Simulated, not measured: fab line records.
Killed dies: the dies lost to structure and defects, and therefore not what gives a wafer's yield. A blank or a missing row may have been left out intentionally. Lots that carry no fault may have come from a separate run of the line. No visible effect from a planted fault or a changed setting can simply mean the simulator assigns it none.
fab line records -- flow n5_finfet
[record] lots = 5, wafers = 15, last_day = 17
route steps=1938 shown BEOL_M9@1433 PASSIVATION@1936
lots untouched by any fault: they come from a run of this same line in which no faults occurred
start_h: hours from the record's opening day to when the first of the lot's shown wafers began -- wait_h: how many hours have passed since the lot's step before this one -- " as in the row above -- L1.1+2: a row that stands for several wafers -- - no value, or no start given -- * or withheld: withheld -- < > ~ a bound
route shown NAME@n: NAME is a module with steps in the file, n the number in the route of the first one -- usual: mean/standard deviation of fault-free wafers -- same: alike in all rows -- chamber/n: place in a boat -- sites: each site's reading -- _std_site: their standard deviation -- _edge_site: the outer-site mean with the inner-site mean subtracted -- radius_mm: for every site, how far away it sits from the centre of the wafer -- mask NAME#n: copy n -- behind: the tool/chamber that last shaped the wafer -- hold: cause of the lot's hold/its duration in hours/its outcome -- device: the n, p or np transistor that did not switch -- end of line: the route-end tests of the same wafers -- a step without rows: its recipe alone -- killed: count of dies lost to structure and defects at first sort (not the wafer's yield) -- map: shows each die of a wafer: x if killed, . if not, _ if none is there
set.NAME: setting as actually run; set.NAME@STEP: the setting as run at that earlier step -- model.NAME: the simulator's own value behind a step, which no gauge read
lots at some steps of the route; a table a step, a row a wafer
services: when a tool's chamber went out of use (start_h, in hours from the record's first day, below 0 if earlier), for how many hours, and the reason
[[steps]]
[step N5_BEOL_M9_DEVELOP_27]
[recipe] develop_time_s = 30, developer = TMAH, resist = CAR-EUV, rinse_liquid = surfactant_rinse, dry = air_spin, dev_temp_c = 23
[step N5_BEOL_M9_CD_MEAS_28]
[recipe] target_cd_nm = 70, landing_energy_ev = 500, detector = se_inlens, polarity = opening
[usual] cd_nm = 70.06/0.26
[same] landing_energy_ev = 500
lot.wafer,tool,chamber,start_h,wait_h,cd_nm
L365.3,cd_sem-01,0,226.60,-,70.18
L365.4,cd_sem-01,0,226.60,-,70.32
L365.5,cd_sem-01,0,226.60,-,70.14
L372.3,cd_sem-01,0,260.37,-,70.07
L372.5,cd_sem-01,0,260.37,-,69.96
L372.6,cd_sem-01,0,260.37,-,70.06
L377.2,cd_sem-03,0,304.28,-,70.02
L377.3,cd_sem-03,0,304.28,-,70.06
L377.5,cd_sem-03,0,304.28,-,70.56
L382.4,cd_sem-01,0,328.44,-,69.87
L382.5,cd_sem-01,0,328.44,-,70.01
L382.6,cd_sem-01,0,328.44,-,69.78
L385.1,cd_sem-02,0,341.27,-,70.07
L385.2,cd_sem-02,0,341.27,-,70.51
L385.5,cd_sem-02,0,341.27,-,69.83
[step N5_BEOL_M9_OVL_MEAS_29]
[recipe] points_per_wafer = 522
[usual] V8_OVL = 0.2/0.77
lot.wafer,tool,chamber,start_h,wait_h,V8_OVL[nm]
L365.3,overlay-01,0,226.64,0.0,-1.3
L365.4,overlay-01,0,226.64,0.0,0.3
L365.5,overlay-01,0,226.64,0.0,-1.0
L372.3,overlay-01,0,260.41,0.0,-0.6
L372.5,overlay-01,0,260.41,0.0,-0.8
L372.6,overlay-01,0,260.41,0.0,1.3
L377.2,overlay-02,0,304.31,0.0,-0.2
L377.3,overlay-02,0,304.31,0.0,-0.2
L377.5,overlay-02,0,304.31,0.0,-0.1
L382.4,overlay-01,0,328.48,0.0,0.1
L382.5,overlay-01,0,328.48,0.0,0.5
L382.6,overlay-01,0,328.48,0.0,0.3
L385.1,overlay-01,0,341.30,0.0,-0.3
L385.2,overlay-01,0,341.30,0.0,0.2
L385.5,overlay-01,0,341.30,0.0,-0.9
[step N5_BEOL_M9_INSPECT_30]
[recipe] mode = adi, inspect_instrument = brightfield
[usual] raw_defect_count = 423/100
lot.wafer,tool,chamber,start_h,wait_h,raw_defect_count
L365.3,defect_inspect-01,-,226.69,0.0,503
L365.4,defect_inspect-01,-,226.69,0.0,438
L365.5,defect_inspect-01,-,226.69,0.0,444
L372.3,defect_inspect-02,-,260.46,0.0,474
L372.5,defect_inspect-02,-,260.46,0.0,272
L372.6,defect_inspect-02,-,260.46,0.0,438
L377.2,defect_inspect-01,-,304.36,0.0,404
L377.3,defect_inspect-01,-,304.36,0.0,530
L377.5,defect_inspect-01,-,304.36,0.0,373
L382.4,defect_inspect-01,-,328.52,0.0,419
L382.5,defect_inspect-01,-,328.52,0.0,251
L382.6,defect_inspect-01,-,328.52,0.0,304
L385.1,defect_inspect-02,-,341.36,0.1,411
L385.2,defect_inspect-02,-,341.36,0.1,367
L385.5,defect_inspect-02,-,341.36,0.1,360
[step N5_BEOL_M9_DESCUM_33]
[recipe] chemistry = O2, time_s = 7, source_power_w = 50, bias_power_w = 20, pressure_mtorr = 20, rf_frequency_hz = 2.712e+07, temp_c = 40, resist = CAR-EUV, o2_flow_sccm = 225
[usual] drypump_motor_current_A = 5.5/0.52, oes_product_au = 0.79/0.081, rf_vpp_V = 243.3/1.3, showerhead_plenum_p_Torr = 2.10/0.064, temp_c = 40.00/0.12, throttle_valve_pct = 20.41/0.25
lot.wafer,tool,chamber,start_h,wait_h,drypump_motor_current_A,oes_product_au,rf_hours_counter_h,rf_vpp_V,showerhead_plenum_p_Torr,temp_c,throttle_valve_pct
L365.3,rie_diel-03,2,226.72,0.0,4.8,0.94,11,243.5,2.05,40.14,19.89
L365.4,rie_diel-03,1,226.72,0.0,5.2,0.70,-,245.1,2.15,39.92,20.42
L365.5,rie_diel-03,0,226.72,0.0,5.3,0.69,-,243.5,2.16,40.01,20.44
L372.3,rie_diel-06,3,260.49,0.0,6.8,0.84,65,242.6,2.12,40.01,20.19
L372.5,rie_diel-06,2,260.49,0.0,5.7,0.72,-,241.7,2.00,39.97,20.85
L372.6,rie_diel-06,1,260.49,0.0,5.3,0.83,-,243.9,2.12,40.09,20.50
L377.2,rie_diel-05,2,304.40,0.0,6.0,0.93,19,242.6,2.05,40.21,20.42
L377.3,rie_diel-05,1,304.40,0.0,5.6,0.87,32,246.5,2.22,39.97,20.48
L377.5,rie_diel-05,0,304.40,0.0,5.3,0.74,-,241.9,2.07,40.06,20.19
L382.4,rie_diel-06,3,328.67,0.1,6.8,0.82,86,244.1,2.11,40.04,20.23
L382.5,rie_diel-06,1,328.67,0.1,5.3,0.82,-,242.9,2.11,39.88,20.55
L382.6,rie_diel-06,0,328.67,0.1,5.4,0.73,-,240.8,1.99,40.29,20.75
L385.1,rie_diel-05,1,341.39,0.0,5.6,0.86,44,244.2,2.21,40.11,20.49
L385.2,rie_diel-05,3,341.39,0.0,5.4,0.70,220,242.9,2.16,39.98,20.47
L385.5,rie_diel-05,0,341.39,0.0,5.3,0.72,-,243.0,2.06,40.08,20.22
[step N5_BEOL_M9_ETCH_76]
[recipe] chemistry = N2/H2, target = underlayer, target_depth_a = 65, mask_material = CAR-EUV, time_s = 5.2, ion_energy_ev = 200, pressure_mtorr = 30, source_w = 840, bias_w = 150, n2_flow_sccm = 200, h2_flow_sccm = 200, ends = cleared
[step N5_BEOL_M9_ETCH_65]
[recipe] chemistry = CF4, target = SiARC, target_depth_a = 156, mask_material = CAR-EUV, time_s = 26, ion_energy_ev = 80, pressure_mtorr = 40, source_w = 545, bias_w = 36, Ar_flow_sccm = 100, cf4_flow_sccm = 100, ends = cleared
[usual] drypump_motor_current_A = 5.5/0.52, etch_rf_on_time_s = 26.2/0.45, oes_product_au = 0.67/0.07, rf_vpp_V = 184.3/1.1, showerhead_plenum_p_Torr = 2.15/0.062, throttle_valve_pct = 15.62/0.24
lot.wafer,tool,chamber,start_h,wait_h,drypump_motor_current_A,etch_rf_on_time_s,oes_product_au,rf_hours_counter_h,rf_vpp_V,showerhead_plenum_p_Torr,throttle_valve_pct
L365.3,rie_diel-03,2,226.78,0.0,4.8,26.0,0.79,11,184.2,2.11,15.07
L365.4,rie_diel-03,1,226.78,0.0,5.2,26.9,0.59,-,185.1,2.21,15.73
L365.5,rie_diel-03,0,226.78,0.0,5.3,26.2,0.60,-,185.3,2.20,15.65
L372.3,rie_diel-06,3,260.54,0.0,6.8,25.7,0.72,65,184.9,2.18,15.42
L372.5,rie_diel-06,2,260.54,0.0,5.7,26.5,0.62,-,184.3,2.06,16.03
L372.6,rie_diel-06,1,260.54,0.0,5.3,25.7,0.72,-,184.9,2.17,15.69
L377.2,rie_diel-05,2,304.45,0.0,6.0,26.1,0.78,19,184.8,2.10,15.51
L377.3,rie_diel-05,1,304.45,0.0,5.6,25.5,0.76,32,186.3,2.27,15.60
L377.5,rie_diel-05,0,304.45,0.0,5.3,26.3,0.62,-,182.7,2.13,15.51
L382.4,rie_diel-06,3,328.72,0.0,6.8,25.9,0.70,86,184.4,2.17,15.49
L382.5,rie_diel-06,1,328.72,0.0,5.3,26.1,0.69,-,182.6,2.16,15.70
L382.6,rie_diel-06,0,328.72,0.0,5.5,25.9,0.62,-,182.7,2.05,15.90
L385.1,rie_diel-05,1,341.45,0.0,5.6,25.6,0.73,44,187.5,2.26,15.64
L385.2,rie_diel-05,3,341.45,0.0,5.4,26.3,0.60,220,183.5,2.21,15.74
L385.5,rie_diel-05,0,341.45,0.0,5.3,26.2,0.62,-,183.8,2.13,15.52
[step N5_BEOL_M9_ETCH_66]
[recipe] chemistry = N2/H2, target = SOC, target_depth_a = 800, overetch_a = 160, mask_material = SiARC, temp_c = 40, time_s = 120, ion_energy_ev = 200, pressure_mtorr = 30, source_w = 840, bias_w = 150, n2_flow_sccm = 200, h2_flow_sccm = 200
[usual] drypump_motor_current_A = 5.5/0.52, oes_product_au = 0.60/0.058, rf_vpp_V = 524.1/2.3, showerhead_plenum_p_Torr = 2.55/0.081, temp_c = 40.00/0.11, throttle_valve_pct = 17.80/0.28
lot.wafer,tool,chamber,start_h,wait_h,drypump_motor_current_A,oes_product_au,rf_hours_counter_h,rf_vpp_V,showerhead_plenum_p_Torr,temp_c,throttle_valve_pct
L365.3,rie_diel-03,2,226.80,0.0,4.8,0.70,11,523.9,2.49,39.98,17.24
L365.4,rie_diel-03,1,226.80,0.0,5.1,0.54,-,526.8,2.62,40.17,17.87
L365.5,rie_diel-03,0,226.80,0.0,5.4,0.54,-,525.2,2.63,40.06,17.93
L372.3,rie_diel-06,3,260.57,0.0,6.8,0.64,65,524.3,2.58,39.82,17.56
L372.5,rie_diel-06,2,260.57,0.0,5.7,0.56,-,522.0,2.44,39.78,18.29
L372.6,rie_diel-06,1,260.57,0.0,5.3,0.64,-,524.5,2.58,39.96,17.94
L377.2,rie_diel-05,2,304.48,0.0,6.0,0.70,19,522.5,2.49,39.88,17.86
L377.3,rie_diel-05,1,304.48,0.0,5.6,0.67,32,528.4,2.70,39.98,17.84
L377.5,rie_diel-05,0,304.48,0.0,5.3,0.56,-,524.4,2.52,39.88,17.55
L382.4,rie_diel-06,3,328.75,0.0,6.8,0.63,86,524.2,2.57,39.94,17.58
L382.5,rie_diel-06,1,328.75,0.0,5.4,0.63,-,523.6,2.57,39.90,17.98
L382.6,rie_diel-06,0,328.75,0.0,5.5,0.55,-,518.9,2.41,40.17,18.04
L385.1,rie_diel-05,1,341.47,0.0,5.6,0.64,44,528.8,2.69,40.02,17.88
L385.2,rie_diel-05,3,341.47,0.0,5.4,0.54,220,524.5,2.62,39.97,17.81
L385.5,rie_diel-05,0,341.47,0.0,5.3,0.55,-,523.7,2.52,40.04,17.57
[step N5_BEOL_M9_STRIP_69]
[recipe] chemistry = N2/H2, temp_c = 40, n2_flow_sccm = 200, h2_flow_sccm = 200, rf_frequency_hz = 6e+07
[step N5_BEOL_M9_STRIP_77]
[recipe] chemistry = N2/H2, temp_c = 40, n2_flow_sccm = 200, h2_flow_sccm = 200, rf_frequency_hz = 6e+07
[step N5_BEOL_M9_VIA_ETCH_34]
[recipe] chemistry = C4F6/O2, target = SiCOH_lowk, target_depth_a = 1824, mask_material = SOC, taper_deg = 4, time_s = 68.4, ion_energy_ev = 250, pressure_mtorr = 30, source_w = 345, bias_w = 185, Ar_flow_sccm = 300, C4F6_flow_sccm = 10, O2_flow_sccm = 10
[usual] drypump_motor_current_A = 5.5/0.52, oes_product_au = 0.79/0.082, rf_vpp_V = 666/7.8, showerhead_plenum_p_Torr = 2.86/0.083, throttle_valve_pct = 20.93/0.22
lot.wafer,tool,chamber,start_h,wait_h,drypump_motor_current_A,oes_product_au,rf_hours_counter_h,rf_vpp_V,showerhead_plenum_p_Torr,throttle_valve_pct
L365.3,rie_diel-03,2,226.90,0.0,4.8,0.92,11,663,2.81,20.46
L365.4,rie_diel-03,1,226.90,0.0,5.2,0.69,-,661,2.94,20.98
L365.5,rie_diel-03,0,226.90,0.0,5.3,0.69,-,678,2.93,20.87
L372.3,rie_diel-06,3,260.67,0.0,6.8,0.84,65,671,2.90,20.77
L372.5,rie_diel-06,2,260.67,0.0,5.7,0.72,-,668,2.73,21.32
L372.6,rie_diel-06,1,260.67,0.0,5.3,0.84,-,673,2.88,21.01
L377.2,rie_diel-05,2,304.58,0.0,6.0,0.92,19,662,2.79,20.92
L377.3,rie_diel-05,1,304.58,0.0,5.6,0.88,32,676,3.01,20.98
L377.5,rie_diel-05,0,304.58,0.0,5.3,0.74,-,657,2.84,20.79
L382.4,rie_diel-06,3,328.85,0.0,6.7,0.83,86,673,2.89,20.83
L382.5,rie_diel-06,1,328.85,0.0,5.3,0.81,-,672,2.87,21.05
L382.6,rie_diel-06,0,328.85,0.0,5.5,0.72,-,655,2.72,21.23
L385.1,rie_diel-05,1,341.57,0.0,5.6,0.86,44,676,3.01,21.00
L385.2,rie_diel-05,3,341.57,0.0,5.4,0.71,220,665,2.94,20.95
L385.5,rie_diel-05,0,341.57,0.0,5.3,0.71,-,655,2.83,20.80
[step N5_BEOL_M9_STRIP_73]
[recipe] chemistry = C4F6/O2, resist = SiARC, rf_frequency_hz = 6e+07
[step N5_BEOL_M9_STRIP_36]
[recipe] chemistry = N2/H2, power_w = 450, temp_c = 40, pressure_mtorr = 20, rf_frequency_hz = 6e+07, overash_fraction = 0.3, bias_power_w = 7, h2_frac = 0.5, n2_flow_sccm = 200, h2_flow_sccm = 200
[usual] drypump_motor_current_A = 5.5/0.52, oes_product_au = 0.79/0.082, power_w = 449.8/1.3, rf_vpp_V = 59.2/1.6, showerhead_plenum_p_Torr = 2.55/0.081, temp_c = 40.01/0.11, throttle_valve_pct = 23.6/0.35
lot.wafer,tool,chamber,start_h,wait_h,drypump_motor_current_A,oes_product_au,power_w,rf_hours_counter_h,rf_vpp_V,showerhead_plenum_p_Torr,temp_c,throttle_valve_pct
L365.3,rie_diel-03,2,226.97,0.0,4.8,0.92,450.4,11,59.0,2.48,39.99,23.0
L365.4,rie_diel-03,1,226.97,0.0,5.2,0.69,449.1,-,59.6,2.62,39.96,23.7
L365.5,rie_diel-03,0,226.97,0.0,5.3,0.69,448.0,-,58.9,2.63,39.88,23.8
L372.3,rie_diel-06,3,260.73,0.0,6.8,0.85,510.6,65,60.2,2.57,39.85,23.3
L372.5,rie_diel-06,2,260.73,0.0,5.7,0.73,448.0,-,57.5,2.44,40.13,24.3
L372.6,rie_diel-06,1,260.73,0.0,5.4,0.84,450.8,-,60.3,2.57,40.12,23.9
L377.2,rie_diel-05,2,304.64,0.0,6.0,0.94,449.7,19,57.7,2.48,40.06,23.9
L377.3,rie_diel-05,1,304.64,0.0,5.6,0.88,449.3,32,59.9,2.69,40.20,23.7
L377.5,rie_diel-05,0,304.64,0.0,5.3,0.74,449.2,-,59.7,2.52,40.05,23.2
L382.4,rie_diel-06,3,328.91,0.0,6.8,0.82,450.9,86,62.1,2.56,39.81,23.3
L382.5,rie_diel-06,1,328.91,0.0,5.3,0.80,450.6,-,61.2,2.56,39.82,23.9
L382.6,rie_diel-06,0,328.91,0.0,5.5,0.72,450.2,-,61.7,2.41,40.08,23.8
L385.1,rie_diel-05,1,341.64,0.0,5.6,0.85,449.4,44,59.5,2.69,39.83,23.7
L385.2,rie_diel-05,3,341.64,0.0,5.4,0.71,448.0,221,56.4,2.62,40.06,23.5
L385.5,rie_diel-05,0,341.64,0.0,5.3,0.73,447.4,-,60.8,2.51,39.84,23.2
[step N5_BEOL_M9_TRENCH_ETCH_37]
[recipe] chemistry = C4F6/O2, target_depth_a = 1514.3, target = SiCOH_lowk, time_s = 49, ion_energy_ev = 250, pressure_mtorr = 30, source_w = 345, bias_w = 185, Ar_flow_sccm = 300, C4F6_flow_sccm = 10, O2_flow_sccm = 10
[usual] drypump_motor_current_A = 5.5/0.52, oes_product_au = 0.79/0.082, rf_vpp_V = 666/7.9, showerhead_plenum_p_Torr = 2.86/0.083, throttle_valve_pct = 20.95/0.22
lot.wafer,tool,chamber,start_h,wait_h,drypump_motor_current_A,oes_product_au,rf_hours_counter_h,rf_vpp_V,showerhead_plenum_p_Torr,throttle_valve_pct
L365.3,rie_diel-03,2,-,-,4.8,0.92,11,665,2.81,20.46
L365.4,rie_diel-03,1,-,-,5.2,0.69,-,660,2.94,21.00
L365.5,rie_diel-03,0,-,-,5.3,0.69,-,678,2.93,20.89
L372.3,rie_diel-06,3,-,-,6.8,0.84,65,672,2.90,20.81
L372.5,rie_diel-06,2,-,-,5.7,0.71,-,667,2.73,21.33
L372.6,rie_diel-06,1,-,-,5.3,0.84,-,673,2.88,21.04
L377.2,rie_diel-05,2,-,-,6.0,0.92,19,664,2.79,20.94
L377.3,rie_diel-05,1,-,-,5.6,0.88,32,676,3.01,21.02
L377.5,rie_diel-05,0,-,-,5.3,0.73,-,655,2.84,20.82
L382.4,rie_diel-06,3,-,-,6.8,0.82,87,670,2.89,20.84
L382.5,rie_diel-06,1,-,-,5.3,0.81,-,674,2.87,21.06
L382.6,rie_diel-06,0,-,-,5.5,0.72,-,653,2.72,21.24
L385.1,rie_diel-05,1,-,-,5.6,0.86,44,676,3.01,21.04
L385.2,rie_diel-05,3,-,-,5.4,0.71,221,665,2.94,20.99
L385.5,rie_diel-05,0,-,-,5.3,0.72,-,655,2.83,20.84
[step N5_PASSIVATION_PROBE_49]
[usual] defect_limited_yield = 91.1/1.4, killed_at_M0_to_M3 = 35/8.7, killed_at_M4_up = 14/5.3, killed_at_contacts = 12/6.2, killed_at_front_end = 41/12, killed_at_other = 3.4/2.6, killed_dies = 105/16, killed_open = 67/13, killed_short = 36/7.3, sort_bin_5_function = 5.2/0.96, sort_bin_6_memory = 3.3/0.6, sort_n_pass = 1075/16, sort_yield_pct = 91.1/1.4
[same] gross_dies = 1180, killed_at_back_side = 0, sort_bin_4_leakage[%] = 0, sort_bin_8_speed[%] = 0
lot.wafer,tool,chamber,start_h,wait_h,defect_limited_yield[%],killed_at_M0_to_M3,killed_at_M4_up,killed_at_contacts,killed_at_front_end,killed_at_other,killed_dies,killed_open,killed_short,sort_bin_5_function[%],sort_bin_6_memory[%],sort_n_pass,sort_yield_pct[%]
L382.4,prober-01,-,398.29,0.2,88.1,45,19,22,52,2,140,94,46,6.6,4.9,1040,88.1
L382.5,prober-01,-,398.34,0.2,90.7,34,22,14,29,11,110,68,41,5.9,3.0,1070,90.7
L382.6,prober-01,-,398.39,0.3,88.9,38,16,18,55,4,131,87,43,6.2,4.6,1049,88.9
// killed by level:class
L382.4 BEOL_M0_SAQP:geometric_particle:open=20 MOL_CONTACT_COAG:geometric_particle:open=18 BEOL_M0_SAQP:geometric_particle:short=13 STI_FIN_REVEAL:geometric_particle:open=11 FIN_SAQP:geometric_particle:short=10 DUMMY_GATE:geometric_particle:open=7 FIN_SAQP:geometric_particle:open=6 BEOL_M3:geometric_particle:open=6
L382.5 BEOL_M0_SAQP:geometric_particle:short=13 MOL_CONTACT_COAG:geometric_particle:open=10 BEOL_M4:geometric_particle:open=10 BEOL_M0_SAQP:geometric_particle:open=9 DUMMY_GATE:geometric_particle:open=7 FIN_SAQP:geometric_particle:short=5 BEOL_M3:geometric_particle:open=5 ILD0:geometric_particle:open=4
L382.6 STI_FIN_REVEAL:geometric_particle:open=15 MOL_CONTACT_COAG:geometric_particle:open=13 BEOL_M3:geometric_particle:open=11 BEOL_M0_SAQP:geometric_particle:short=9 FIN_SAQP:geometric_particle:open=8 FIN_SAQP:geometric_particle:short=7 DUMMY_GATE:geometric_particle:open=7 BEOL_M1:geometric_particle:open=7
[[services]]
tool,chamber,start_h,hours,kind
rie_diel-03,2,208.36,12.5,repair
rie_diel-03,3,217.87,22.0,repair
rie_diel-05,2,219.60,-,clean
rie_diel-05,2,219.60,-,consumable_replace:focus_ring
rie_diel-05,2,219.60,16.4,scheduled_down
rie_diel-05,2,219.60,16.4,vent_cycle
rie_diel-05,3,240.96,8.6,repair
rie_diel-05,2,283.44,5.7,repair
rie_diel-03,1,291.24,4.8,repair
rie_diel-03,-,296.14,0.2,repair
rie_diel-06,-,307.82,0.2,repair
rie_diel-03,1,340.61,-,clean
rie_diel-03,1,340.61,-,consumable_replace:focus_ring
rie_diel-03,1,340.61,18.4,scheduled_down
rie_diel-03,1,340.61,18.4,vent_cycle
rie_diel-03,0,341.19,7.5,repair
[[key]]
[first_sign] step = N5_BEOL_M9_STRIP_36, reading = power_w, direction = up, sigmas = 48, usual = *, struck = *
effect none on later readings
met_at N5_BEOL_M9_STRIP_36
struck_wafers L372.3
[fault] kind = process_parameter_drift, tool = rie_diel-06, chamber = 3, onset_h = 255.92, steps = N5_BEOL_M9_STRIP_36, channel = power_w, offset = *, shape = step, end_h = 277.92, acts_in = *, stated = *
